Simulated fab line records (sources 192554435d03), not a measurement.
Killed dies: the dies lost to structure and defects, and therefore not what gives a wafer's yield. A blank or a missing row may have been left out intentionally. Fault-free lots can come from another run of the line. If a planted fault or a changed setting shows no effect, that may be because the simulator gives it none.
Matching of chambers	flow n5 finfet	4 sister chambers for N5_BEOL_M4_ETCH_70 on rie diel-02
The step etches SOC in N2/H2, target depth 80 nm, overetch 24 nm, time 130 s. 8 wafers are shown with their chamber, then 8 later ones without.

## WAFERS, EACH WITH ITS CHAMBER
wafer	chamber	showerhead plenum p Torr (Torr)	drypump motor current A (A)
L081.2	1	2.58	5.6
L084.2	3	2.45	4.8
L084.4	2	2.69	5.8
L085.5	2	2.69	5.7
L085.6	3	2.45	4.7
L088.5	0	2.60	5.8
L088.6	1	2.57	5.6
L089.4	0	2.59	5.8

## WAFERS WHOSE CHAMBER IS MISSING
wafer	showerhead plenum p Torr (Torr)	drypump motor current A (A)
L089.5	2.68	5.8
L089.6	2.57	5.6
L092.1	2.44	4.7
L092.3	2.44	4.7
L092.6	2.59	5.8
L096.1	2.56	5.6
L096.2	2.58	5.8
L096.6	2.58	5.9

## EACH ONE'S CHAMBER
wafer	from the rows above	in truth
L089.5	2	2
L089.6	1	1
L092.1	3	3
L092.3	3	3
L092.6	0	0
L096.1	1	1
L096.2	can't be placed: 0 or 1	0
L096.6	0	0
Correct placement for 7 of the 8. Unplaceable from these rows: 1, with the true chamber sitting among the candidates in 1. Wrongly placed: 0.
How it was worked out, from the rows above alone: a wafer's distance from a chamber is the root of the sum, over the readings, of the square of ((its reading less the chamber's mean) divided by the reading's scatter). The wafer belongs to the nearest chamber; if the next one is less than 2 further off, it can't be placed. For every chamber, the mean is computed from those of its wafers that are shown. The scatter: the root of (the sum of the squares of (reading less its chamber's mean) over the shown wafers, divided by (wafers less chambers)).
